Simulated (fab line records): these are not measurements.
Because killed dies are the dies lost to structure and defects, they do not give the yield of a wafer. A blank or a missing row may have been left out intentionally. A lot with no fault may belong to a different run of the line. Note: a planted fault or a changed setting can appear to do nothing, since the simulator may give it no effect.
Comparing a struck lot with a sound one || flow n5Finfet || 15 out of 1938 route steps
Sound: wafers L829.1, L829.4, L829.6. Wafers L816.1, L816.5 were the ones struck. The cause is given at the end.
Each step with rows lists, per side, the tool, then ch with its chambers, then its first start. Under that, the readings that differ: sound wafers || struck wafers || difference of the means || sigmas: that difference in standard deviations of wafers without a fault.
alike: readings whose means differ by less than 2 such deviations, and words and numbers that are the same on both sides. not compared: withheld readings, readings that some wafer has no value for, bounds like >300 that may hide the same value, and numbers for which the record gives no deviation and whose values overlap.
A row with sigmas, a row that says differs or no value, or rows on one side alone: a step with any of these is where the two part. When numbers do not overlap yet have no deviation, they are printed without sigmas and do not part them. A reading missing from all wafers of one side parts the sides only when that side holds two or more wafers.

first, 5 steps without rows for these wafers: N5_BEOL_M10_EBR_24; N5_BEOL_M10_SOFTBAKE_23 (time 60 s); N5_BEOL_M10_EXPOSE_25 (exposes mask V9); N5_BEOL_M10_PEB_26 (peb time 60 s); N5_BEOL_M10_DEVELOP_27 (develop time 30 s).
N5_BEOL_M10_CD_MEAS_28 targets a cd of 70 nm.
  sound on cdSem-02 ch 0, day 16 07:16; struck on cdSem-03 ch 0, day 13 20:59
  alike: cdNm
N5_BEOL_M10_OVL_MEAS_29:
  sound on overlay-01 ch 0, day 16 07:17; struck on overlay-01 ch 0, day 13 21:01
  alike: V9_OVL
N5_BEOL_M10_INSPECT_30: inspects for defects (brightfield).
  sound: defectInspect-01 at day 16 07:19; struck: defectInspect-01 at day 13 21:02
  alike: rawDefectCount
N5_BEOL_M10_DESCUM_33: chemistry O2, time 7.9 s.
  sound on rieDiel-01 ch 0,2, day 16 07:41; struck on rieDiel-05 ch 0, day 13 21:06
  alike: chamberPressureMTorr, drypumpMotorCurrentA, oesProductAu, rfFwdPowerW, rfVppV, showerheadPlenumPTorr, throttleValvePct
  not compared: rfHoursCounterH
N5_BEOL_M10_ETCH_65: etches SiARC in CF4, target depth 39 nm, time 65 s.
  sound on rieDiel-01 ch 0,2, day 16 07:43; struck on rieDiel-05 ch 0, day 13 21:08
  alike: chamberPressureMTorr, drypumpMotorCurrentA, etchRfOnTimeS, oesProductAu, rfFwdPowerW, rfVppV, showerheadPlenumPTorr, throttleValvePct
  not compared: rfHoursCounterH
N5_BEOL_M10_ETCH_66: etches SOC in N2/H2, target depth 120 nm, overetch 24 nm, time 180 s.
  sound on rieDiel-01 ch 0,2, day 16 07:46; struck on rieDiel-05 ch 0, day 13 21:11
  alike: chamberPressureMTorr, drypumpMotorCurrentA, oesProductAu, rfFwdPowerW, rfVppV, showerheadPlenumPTorr, throttleValvePct
  not compared: rfHoursCounterH
then, 1 step without rows for these wafers: N5_BEOL_M10_STRIP_69 (strips in N2/H2).
N5_BEOL_M10_VIA_ETCH_34: etches SiCOH lowk in C4F6/O2, target depth 184.5 nm, time 69.2 s.
  sound on rieDiel-01 ch 0,2, day 16 07:53; struck on rieDiel-05 ch 0, day 13 21:19
{"reading": "model.etch.depthNm (nm)", "sound": "182 187.7 181.8", "struck": "160.3 159.3", "difference": -24.0, "sigmas": ""}
{"reading": "model.SOC_of_BEOL_M10_COAT_63.thkNm (nm)", "sound": "92.2 91.6 91.8", "struck": "92.8 93", "difference": "+1.0", "sigmas": ""}
  alike: chamberPressureMTorr, drypumpMotorCurrentA, oes_f_703_au, oesProductAu, rfFwdPowerW, rfVppV, showerheadPlenumPTorr, throttleValvePct
  not compared: rfHoursCounterH
then, 1 step without rows for these wafers: N5_BEOL_M10_STRIP_73 (strips in C4F6/O2).
-- a jump in the record: the struck wafers' starts before and after are 2 days apart (it breaks off in module BEOL_M10 and resumes in module PASSIVATION, where the first step shown is number 1936 of the route) --
N5_PASSIVATION_PROBE_49:
  record: rows for the struck wafers here (prober-02, day 16 07:55), none for the sound ones

## WHERE THEY PART
At N5_PASSIVATION_PROBE_49 and nowhere else, as far as this record goes.

WHY: whatever the simulator had introduced
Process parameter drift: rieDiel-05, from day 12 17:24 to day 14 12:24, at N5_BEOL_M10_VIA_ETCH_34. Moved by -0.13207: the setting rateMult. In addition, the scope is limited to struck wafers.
